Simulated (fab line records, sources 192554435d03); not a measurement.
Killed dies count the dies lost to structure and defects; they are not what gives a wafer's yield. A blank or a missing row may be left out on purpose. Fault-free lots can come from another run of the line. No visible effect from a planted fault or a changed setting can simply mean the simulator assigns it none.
Split-lot study	flow n5_finfet	21 wafers read across 7 lots, on a route 1938 steps long

ON THE SPLIT
At N5_DUMMY_GATE_PECVD_30 (deposits SiO2 from TEOS/O2, target thk 55 nm, time 10.8 s), the setting time_s was moved away from the recipe's 10.8 s on 8 of the 21 wafers read, by -13.4% to +5.8%. The other wafers ran this setting at the recipe's value.

FROM THE SPLIT TO THE READING: what the file shows between them, 7 steps
- N5_DUMMY_GATE_COAT_35: time 60 s, resist thk 10 nm (also split here: spin_rpm)
- N5_DUMMY_GATE_COAT_28: time 60 s, resist thk 10 nm
- N5_DUMMY_GATE_COAT_09: resist thk 30 nm
- N5_DUMMY_GATE_ETCH_31: etches SiO2 in C4F6/O2, target depth 82.5 nm, time 27.5 s
- N5_DUMMY_GATE_STRIP_41: strips in O2
- N5_DUMMY_GATE_HM_OPEN_21: chemistry CH3F/O2, target SiNx, target depth 120 nm, time 171.4 s
- N5_DUMMY_GATE_ETCH_32: etches SiO2 in CF4, target depth 3.5 nm, time 3.9 s

THE READING
SiO2_of_DUMMY_GATE_PECVD_30.thk_nm (the simulator's own value, which no gauge read), in nm, at N5_DUMMY_GATE_ETCH_23 (etches poly-Si in HBr/Cl2/O2, target depth 41 nm, time 22.3 s). No usual value for it is given in the file. Across the 13 wafers here that went through the recipe, the average is 39.0 nm and the standard deviation 0.8 nm.

wafer	tool, chamber at the split	time_s as run, s	against the recipe	SiO2_of_DUMMY_GATE_PECVD_30.thk_nm, nm	against lot-mates on the recipe
L075.1	pecvd-04, 0	10.15	-6.0%	35.8	-1.6
L075.3	pecvd-04, 1	10.8	recipe	37.4	-
L075.5	pecvd-04, 2	10.15	-6.0%	36.2	-1.2
L081.4	pecvd-04, 1,2	10.8	recipe	39.6	-
L081.5	pecvd-04, 0	10.8	recipe	39.6	-
L081.6	pecvd-04, 1,2	10.8	recipe	39.6	-
L082.1	pecvd-02, 2	10.8	recipe	38	-
L082.4	pecvd-02, 0,2	10.8	recipe	39	-
L082.5	pecvd-02, 0,2	10.8	recipe	39.2	-
L085.2	pecvd-03, 0	10.8	recipe	38.4	-
L085.4	pecvd-03, 1	10.8	recipe	38.6	-
L085.6	pecvd-03, 2	10.8	recipe	40	-
L086.4	pecvd-04, 2	10.8	recipe	39	-
L086.5	pecvd-04, 1	9.35	-13.4%	32.2	-6.8
L086.6	pecvd-04, 0	9.35	-13.4%	31.2	-7.8
L089.4	pecvd-04, 2	9.649	-10.7%	35.2	-5.2
L089.5	pecvd-04, 0	10.8	recipe	40.4	-
L089.6	pecvd-04, 1	9.649	-10.7%	34.6	-5.8
L097.1	pecvd-03, 0	10.8	recipe	38.6	-
L097.2	pecvd-03, 1	11.43	+5.8%	40.8	+2.2
L097.3	pecvd-03, 2	11.43	+5.8%	42.8	+4.2
Rows listing several chambers each stand for several wafers; the file does not say which wafer went through which chamber.

FIT RESULTS
A straight line over all 21 wafers: SiO2_of_DUMMY_GATE_PECVD_30.thk_nm changes by +0.486 nm for each +1% of time_s; r = +0.95; the points scatter about the line by 0.88 nm.
The same after taking each lot's own level away (the mean of its wafers on the recipe; 21 wafers): +0.514 nm for each +1%; r = +0.97; scatter 0.75 nm.
On that fit, the largest move of time_s shifts the reading by 6.9 nm.
Measured against the standard deviation above, the lots' own levels, which go from 37.40 to 40.40 nm, span 3.8 times it.
Consequently the slope shifts little with the lot-to-lot level, the two slopes agreeing.
Check: with one of the wafers moved furthest among these (-13.4%) left out of the fit, the line predicts -6.75 nm for it against its lot-mates. It came out at -6.8 nm against them.

ADDITIONAL SPLITS CARRIED BY THESE WAFERS
Other splits were also applied to these wafers ahead of the reading. Each is held against what the fit with the lots' levels taken away leaves over:
other split on the same wafers	wafers away from the commonest value	r with SiO2_of_DUMMY_GATE_PECVD_30.thk_nm (lot level and that fit taken away)
N5_WELL_APT_COAT_02 spin_rpm	8	+0.02
N5_WELL_APT_EXPOSE_05 dose_mj	8	-0.40
N5_WELL_APT_PEB_06 peb_time_s	8	-0.29
N5_WELL_APT_DESCUM_13 time_s	2	+0.03
N5_FIN_SAQP_EXPOSE_13 dose_mj	10	+0.06
N5_FIN_SAQP_DEVELOP_15 develop_time_s	7	+0.05
N5_STI_FIN_REVEAL_ETCHBACK_08 time_s	5	-0.15
N5_DUMMY_GATE_COAT_35 spin_rpm	8	+0.25

THE WHOLE CHAIN: every reading that the file lists as answering this split, in the file's order
step	what it does	reading	change (the file's fit)	r (the file's)
N5_DUMMY_GATE_PECVD_30	deposits SiO2 from TEOS/O2, target thk 55 nm, time 10.8 s	SiO2_of_DUMMY_GATE_PECVD_30.thk_nm (the simulator's own value, which no gauge read)	+0.488 nm for each +1% of the setting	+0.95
N5_DUMMY_GATE_HM_OPEN_21	chemistry CH3F/O2, target SiNx, target depth 120 nm, time 171.4 s	SiO2_of_DUMMY_GATE_PECVD_30.thk_nm (the simulator's own value, which no gauge read)	+0.483 nm for each +1% of the setting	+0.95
N5_DUMMY_GATE_ETCH_23	etches poly-Si in HBr/Cl2/O2, target depth 41 nm, time 22.3 s	SiO2_of_DUMMY_GATE_PECVD_30.thk_nm (the simulator's own value, which no gauge read)	+0.505 nm for each +1% of the setting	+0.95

THE FILE'S OWN FIT
SiO2_of_DUMMY_GATE_PECVD_30.thk_nm changes by +0.505 nm for each +1% of time_s, r = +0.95.
